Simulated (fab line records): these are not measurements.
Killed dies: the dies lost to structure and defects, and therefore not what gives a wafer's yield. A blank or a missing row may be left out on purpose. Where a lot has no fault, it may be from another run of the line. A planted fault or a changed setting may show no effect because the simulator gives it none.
Which tool did it? / flow nand harc / 13 lots, 39 wafers sampled, at 4 steps of a route of 1302

== WHAT EACH GAUGE READ, for each wafer ==
NHARC_THIN_TSV_CD_MEAS_37. Usual: cd nm 4999 nm, standard deviation 3.2.
lot=L364; measured=day 24 12:45; on=cd sem-01; cd nm (nm)=4998 5003 5001; flag=
lot=L363; measured=day 24 18:05; on=cd sem-02; cd nm (nm)=4995 5007 4998; flag=
lot=L365; measured=day 24 20:26; on=cd sem-01; cd nm (nm)=4998 5005 4998; flag=
lot=L368; measured=day 26 09:09; on=cd sem-02; cd nm (nm)=4995 4993 5000; flag=
lot=L375; measured=day 29 05:25; on=cd sem-03; cd nm (nm)=4994 4999 4998; flag=
lot=L379; measured=day 30 06:53; on=cd sem-02; cd nm (nm)=5002 4999 5006; flag=
lot=L378; measured=day 31 03:16; on=cd sem-01; cd nm (nm)=5000 5007 4998; flag=
lot=L381; measured=day 31 04:29; on=cd sem-02; cd nm (nm)=4999 4999 4998; flag=
lot=L380; measured=day 31 15:38; on=cd sem-03; cd nm (nm)=4997 5000 4999; flag=
lot=L383; measured=day 32 02:03; on=cd sem-02; cd nm (nm)=4999 4992 4997; flag=
lot=L384; measured=day 33 03:06; on=cd sem-02; cd nm (nm)=5004 4999 5000; flag=
lot=L385; measured=day 33 20:52; on=cd sem-01; cd nm (nm)=4993 4998 5000; flag=
lot=L386; measured=day 34 16:06; on=cd sem-02; cd nm (nm)=4999 4997 4999; flag=

NHARC_END_SORT_01. Usual: value, then standard deviation, for each; defect limited yield 91.0 % / 2.5; killed at array 56 / 17; killed at other 0.9 / 1.2; killed at periphery 3.9 / 2.5; killed dies 61 / 17; killed open 3.2 / 1.8; killed short 2.7 / 1.7.
lot=L364; measured=day 24 20:31; on=prober-01; defect limited yield (%)=95.6 92.5 94.5; killed at array=28 46 35; killed at other=2 2 0; killed at periphery=0 3 2; killed dies=30 51 37; killed open=3 4 1; killed short=1 3 2; flag=
lot=L363; measured=day 25 09:36; on=prober-02; defect limited yield (%)=90.1 90.0 89.5; killed at array=60 66 64; killed at other=2 1 3; killed at periphery=5 1 4; killed dies=67 68 71; killed open=3 2 2; killed short=7 0 3; flag=
lot=L365; measured=day 25 01:47; on=prober-02; defect limited yield (%)=92.5 92.3 93.4; killed at array=50 49 43; killed at other=0 0 0; killed at periphery=1 3 2; killed dies=51 52 45; killed open=4 4 2; killed short=2 2 2; flag=
lot=L368; measured=day 26 18:23; on=prober-01; defect limited yield (%)=93.6 92.3 95.0; killed at array=41 50 30; killed at other=0 0 2; killed at periphery=2 2 2; killed dies=43 52 34; killed open=3 1 1; killed short=2 4 1; flag=
lot=L375; measured=day 29 14:43; on=prober-02; defect limited yield (%)=86.0 90.4 90.0; killed at array=48 59 60; killed at other=45 0 1; killed at periphery=2 6 7; killed dies=95 65 68; killed open=0 3 7; killed short=1 1 0; flag=OFF
lot=L379; measured=day 30 16:13; on=prober-01; defect limited yield (%)=95.7 95.1 93.2; killed at array=24 29 40; killed at other=0 0 0; killed at periphery=5 4 6; killed dies=29 33 46; killed open=3 3 4; killed short=2 3 3; flag=
lot=L378; measured=day 31 12:11; on=prober-01; defect limited yield (%)=89.2 88.2 88.3; killed at array=68 74 69; killed at other=1 3 3; killed at periphery=4 3 7; killed dies=73 80 79; killed open=3 2 5; killed short=4 3 3; flag=
lot=L381; measured=day 31 11:24; on=prober-02; defect limited yield (%)=89.7 86.9 88.0; killed at array=62 81 75; killed at other=1 1 2; killed at periphery=7 7 4; killed dies=70 89 81; killed open=4 2 2; killed short=1 0 7; flag=
lot=L380; measured=day 31 23:22; on=prober-02; defect limited yield (%)=92.5 92.5 91.7; killed at array=51 44 53; killed at other=0 0 0; killed at periphery=0 7 3; killed dies=51 51 56; killed open=4 3 4; killed short=1 3 3; flag=
lot=L383; measured=day 32 16:44; on=prober-01; defect limited yield (%)=91.6 92.2 90.8; killed at array=52 41 57; killed at other=1 1 0; killed at periphery=4 11 5; killed dies=57 53 62; killed open=1 4 2; killed short=0 2 1; flag=
lot=L384; measured=day 33 10:43; on=prober-01; defect limited yield (%)=95.9 94.8 96.2; killed at array=22 25 23; killed at other=2 5 0; killed at periphery=4 5 3; killed dies=28 35 26; killed open=0 4 4; killed short=2 1 2; flag=
lot=L385; measured=day 34 08:16; on=prober-02; defect limited yield (%)=88.5 87.9 93.4; killed at array=71 77 39; killed at other=0 0 0; killed at periphery=7 5 6; killed dies=78 82 45; killed open=6 4 3; killed short=4 4 4; flag=
lot=L386; measured=day 35 01:07; on=prober-01; defect limited yield (%)=92.8 87.3 93.5; killed at array=43 80 38; killed at other=0 1 1; killed at periphery=6 5 5; killed dies=49 86 44; killed open=0 2 4; killed short=3 6 1; flag=

== WHAT TOOL EACH LOT RAN ON (gives the tool, then ch and the chambers of the sampled wafers, and finally the start) ==
lot=L364; NHARC_THIN_TSV_DEP_47=pecvd-04 ch 1,2, day 24 07:23; NHARC_THIN_TSV_PVD_51=pvd sputter-02, day 24 08:33
lot=L363; NHARC_THIN_TSV_DEP_47=pecvd-01 ch 0,2, day 24 12:20; NHARC_THIN_TSV_PVD_51=pvd sputter-03, day 24 13:42
lot=L365; NHARC_THIN_TSV_DEP_47=pecvd-01 ch 0,2, day 24 14:49; NHARC_THIN_TSV_PVD_51=pvd sputter-02, day 24 16:06
lot=L368; NHARC_THIN_TSV_DEP_47=pecvd-03 ch 0,1,2, day 26 03:52; NHARC_THIN_TSV_PVD_51=pvd sputter-01, day 26 05:01
lot=L375; NHARC_THIN_TSV_DEP_47=pecvd-01 ch 0,1,2, day 29 00:05; NHARC_THIN_TSV_PVD_51=pvd sputter-01, day 29 01:17
lot=L379; NHARC_THIN_TSV_DEP_47=pecvd-04 ch 0,1,2, day 30 01:16; NHARC_THIN_TSV_PVD_51=pvd sputter-02, day 30 02:34
lot=L378; NHARC_THIN_TSV_DEP_47=pecvd-03 ch 1,2, day 30 21:47; NHARC_THIN_TSV_PVD_51=pvd sputter-03, day 30 22:56
lot=L381; NHARC_THIN_TSV_DEP_47=pecvd-04 ch 1,2, day 30 22:58; NHARC_THIN_TSV_PVD_51=pvd sputter-02, day 31 00:11
lot=L380; NHARC_THIN_TSV_DEP_47=pecvd-01 ch 0,2, day 31 10:05; NHARC_THIN_TSV_PVD_51=pvd sputter-02, day 31 11:20
lot=L383; NHARC_THIN_TSV_DEP_47=pecvd-01 ch 1,2, day 31 20:26; NHARC_THIN_TSV_PVD_51=pvd sputter-03, day 31 21:43
lot=L384; NHARC_THIN_TSV_DEP_47=pecvd-04 ch 0,1, day 32 21:33; NHARC_THIN_TSV_PVD_51=pvd sputter-03, day 32 22:46
lot=L385; NHARC_THIN_TSV_DEP_47=pecvd-04 ch 0,2, day 33 15:27; NHARC_THIN_TSV_PVD_51=pvd sputter-03, day 33 16:34
lot=L386; NHARC_THIN_TSV_DEP_47=pecvd-01 ch 0,1, day 34 10:45; NHARC_THIN_TSV_PVD_51=pvd sputter-02, day 34 11:57
- NHARC_THIN_TSV_DEP_47: deposits SiO2, target thk 200 nm.
- NHARC_THIN_TSV_PVD_51: deposits Cu, target thk 100 nm.

== WHAT THE TOOLS THEMSELVES READ (means of the sampled wafers that have a number; where no wafer has one, the mark that the record gives instead) ==
NHARC_THIN_TSV_DEP_47. Usual: mfc precursor sccm 161.4 sccm, standard deviation 0.52; showerhead vpp V 1810 V, standard deviation 83; throttle valve pct 15.7 %, standard deviation 0.49.
lot=L364; tool=pecvd-04; mfc precursor sccm (sccm)=161.8; showerhead vpp V (V)=1847; throttle valve pct (%)=15.7; flag=
lot=L363; tool=pecvd-01; mfc precursor sccm (sccm)=161.3; showerhead vpp V (V)=1757; throttle valve pct (%)=16.1; flag=
lot=L365; tool=pecvd-01; mfc precursor sccm (sccm)=161.7; showerhead vpp V (V)=1776; throttle valve pct (%)=15.9; flag=
lot=L368; tool=pecvd-03; mfc precursor sccm (sccm)=161.1; showerhead vpp V (V)=1838; throttle valve pct (%)=15.7; flag=
lot=L375; tool=pecvd-01; mfc precursor sccm (sccm)=160.8; showerhead vpp V (V)=1792; throttle valve pct (%)=16.0; flag=
lot=L379; tool=pecvd-04; mfc precursor sccm (sccm)=161.7; showerhead vpp V (V)=1842; throttle valve pct (%)=15.4; flag=
lot=L378; tool=pecvd-03; mfc precursor sccm (sccm)=161.5; showerhead vpp V (V)=1858; throttle valve pct (%)=15.7; flag=
lot=L381; tool=pecvd-04; mfc precursor sccm (sccm)=161.3; showerhead vpp V (V)=1754; throttle valve pct (%)=15.6; flag=
lot=L380; tool=pecvd-01; mfc precursor sccm (sccm)=161.4; showerhead vpp V (V)=1779; throttle valve pct (%)=15.8; flag=
lot=L383; tool=pecvd-01; mfc precursor sccm (sccm)=160.8; showerhead vpp V (V)=1823; throttle valve pct (%)=15.8; flag=
lot=L384; tool=pecvd-04; mfc precursor sccm (sccm)=161.8; showerhead vpp V (V)=1836; throttle valve pct (%)=15.1; flag=
lot=L385; tool=pecvd-04; mfc precursor sccm (sccm)=161.5; showerhead vpp V (V)=1923; throttle valve pct (%)=15.0; flag=
lot=L386; tool=pecvd-01; mfc precursor sccm (sccm)=161.2; showerhead vpp V (V)=1790; throttle valve pct (%)=16.2; flag=

NHARC_THIN_TSV_PVD_51. Usual: chamber pressure pa 5.000 Pa, standard deviation 0.011; throttle valve pct 30.2 %, standard deviation 0.87.
lot=L364; tool=pvd sputter-02; chamber pressure pa (Pa)=5.002; throttle valve pct (%)=30.4; flag=
lot=L363; tool=pvd sputter-03; chamber pressure pa (Pa)=5.002; throttle valve pct (%)=30.2; flag=
lot=L365; tool=pvd sputter-02; chamber pressure pa (Pa)=5.004; throttle valve pct (%)=30.5; flag=
lot=L368; tool=pvd sputter-01; chamber pressure pa (Pa)=4.989; throttle valve pct (%)=31.0; flag=
lot=L375; tool=pvd sputter-01; chamber pressure pa (Pa)=5.000; throttle valve pct (%)=30.8; flag=
lot=L379; tool=pvd sputter-02; chamber pressure pa (Pa)=5.005; throttle valve pct (%)=29.5; flag=
lot=L378; tool=pvd sputter-03; chamber pressure pa (Pa)=5.000; throttle valve pct (%)=29.6; flag=
lot=L381; tool=pvd sputter-02; chamber pressure pa (Pa)=4.998; throttle valve pct (%)=29.8; flag=
lot=L380; tool=pvd sputter-02; chamber pressure pa (Pa)=4.998; throttle valve pct (%)=30.2; flag=
lot=L383; tool=pvd sputter-03; chamber pressure pa (Pa)=5.011; throttle valve pct (%)=30.3; flag=
lot=L384; tool=pvd sputter-03; chamber pressure pa (Pa)=5.015; throttle valve pct (%)=30.2; flag=
lot=L385; tool=pvd sputter-03; chamber pressure pa (Pa)=4.998; throttle valve pct (%)=29.5; flag=
lot=L386; tool=pvd sputter-02; chamber pressure pa (Pa)=5.002; throttle valve pct (%)=29.8; flag=

== THE ANSWER, worked out from the rows above alone ==
Rule: a lot is off if the mean of its wafers that have a number lies more than 3 standard deviations from the usual mean. Also off: a lot with no number at a reading for which 4 or more lots have one. All remaining lots with rows at the step are treated as sound. The gauges are gone through in route order, then the tools' own readings, and for those a lot's mean is taken as printed above. The first step at which some lot is off is used, and at that step the reading that is off furthest; a lot without a number counts as furthest.
Off, at NHARC_END_SORT_01 on killed at other: L375.
A tool fits if, at a process step before that reading, it ran every lot that is off, and no sound lot after the first of them. Gauges at NHARC_END_SORT_01: tried the same way as those tools. One fits: pvd sputter-01 at NHARC_THIN_TSV_PVD_51. Its last sound lot is L368 (day 26 05:01), its first lot that is off L375 (day 29 01:17): a fault that began between those two fits.

== WHAT WAS PUT IN BY THE SIMULATOR ==
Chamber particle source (pvd sputter-01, NHARC_THIN_TSV_PVD_51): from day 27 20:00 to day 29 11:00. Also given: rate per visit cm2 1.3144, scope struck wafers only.
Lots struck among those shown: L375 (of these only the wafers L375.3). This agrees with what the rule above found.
